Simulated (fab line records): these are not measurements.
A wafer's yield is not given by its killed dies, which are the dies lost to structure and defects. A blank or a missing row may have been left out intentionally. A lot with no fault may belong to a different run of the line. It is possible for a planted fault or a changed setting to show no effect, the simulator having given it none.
Matching of chambers + flow nand-harc + NHARC_A_WL_FILL_STRIP_29 on rie-diel-12: 4 sister chambers
The step strips in O2, time 20 s. 4 wafers are shown with their chamber, then 11 later ones without.

## EACH WAFER AND ITS CHAMBER
| wafer  | chamber | drypump-motor-current-A (A) |
|--------|---------|-----------------------------|
| L076.2 | 3       | 5.6                         |
| L083.2 | 0       | 5.0                         |
| L089.6 | 2       | 6.5                         |
| L091.2 | 1       | 5.2                         |

## WAFERS WITHOUT THEIR CHAMBER
| wafer  | drypump-motor-current-A (A) |
|--------|-----------------------------|
| L091.3 | 5.0                         |
| L091.4 | 6.4                         |
| L090.1 | 5.2                         |
| L090.2 | 5.6                         |
| L090.6 | 5.2                         |
| L093.3 | 5.0                         |
| L093.4 | 5.2                         |
| L093.5 | 6.5                         |
| L097.2 | 5.6                         |
| L097.3 | 5.2                         |
| L097.6 | 5.6                         |

## WHICH CHAMBER EACH WENT THROUGH
| wafer  | from the rows above | in truth |
|--------|---------------------|----------|
| L091.3 | 0                   | 0        |
| L091.4 | 2                   | 2        |
| L090.1 | 1                   | 1        |
| L090.2 | 3                   | 3        |
| L090.6 | 1                   | 1        |
| L093.3 | 0                   | 0        |
| L093.4 | 1                   | 1        |
| L093.5 | 2                   | 2        |
| L097.2 | 3                   | 3        |
| L097.3 | 1                   | 1        |
| L097.6 | 3                   | 3        |
Placed correctly: 11 of 11. From these rows, 0 cannot be placed. 0 placed wrongly.
How it was worked out, from the rows above alone: a wafer's distance from a chamber is the root of the sum, over the readings, of the square of ((its reading less the chamber's mean) divided by the reading's scatter). The wafer belongs to the nearest chamber; if the next one is less than 2 further off, it can't be placed. For every chamber, the mean is computed from those of its wafers that are shown. The scatter: root of mean squared gap, hidden wafer to nearest shown wafer, with one shown wafer a chamber.
